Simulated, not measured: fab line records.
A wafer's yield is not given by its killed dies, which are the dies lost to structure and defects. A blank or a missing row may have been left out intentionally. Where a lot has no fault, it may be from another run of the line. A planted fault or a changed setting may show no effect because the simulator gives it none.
Chamber matching | flow n5_finfet | N5_BEOL_M11_DEP_56 on pecvd-02 has 3 sister chambers
The step deposits SiCN from 3MS/NH3, target thk 30 nm, time 10.5 s. 3 wafers are shown with their chamber, then 11 later ones without.

## WAFERS WITH THEIR CHAMBER
wafer  | chamber | throttle_valve_pct (%)
L083.4 | 2       | 16.1
L083.5 | 0       | 19.1
L087.1 | 1       | 18.4

## WAFERS MISSING THEIR CHAMBER
wafer  | throttle_valve_pct (%)
L087.3 | 18.8
L087.6 | 19.0
L090.3 | 15.8
L090.4 | 15.7
L090.6 | 18.5
L093.4 | 18.8
L093.5 | 18.5
L093.6 | 16.1
L097.1 | 18.7
L097.3 | 19.1
L097.5 | 18.2

## EACH ONE'S CHAMBER
wafer  | from the rows above     | in truth
L087.3 | can't be placed: 0 or 1 | 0
L087.6 | 0                       | 0
L090.3 | 2                       | 2
L090.4 | 2                       | 2
L090.6 | 1                       | 1
L093.4 | can't be placed: 0 or 1 | 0
L093.5 | 1                       | 1
L093.6 | 2                       | 2
L097.1 | can't be placed: 1 or 0 | 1
L097.3 | 0                       | 0
L097.5 | 1                       | 1
8 of 11 placed correctly. These rows do not allow placing 3 (true chamber among the candidates in 3). Number placed wrongly: 0.
How it was worked out, from the rows above alone: a wafer's distance from a chamber is the root of the sum, over the readings, of the square of ((its reading less the chamber's mean) divided by the reading's scatter). If the next closest chamber is less than 2 further off than the closest, the wafer can't be placed; otherwise it belongs to the closest. Each chamber's mean is taken over the wafers shown for it. The scatter: with one shown wafer a chamber, the root of the mean of the squares of how far each hidden wafer lies from its nearest shown one.
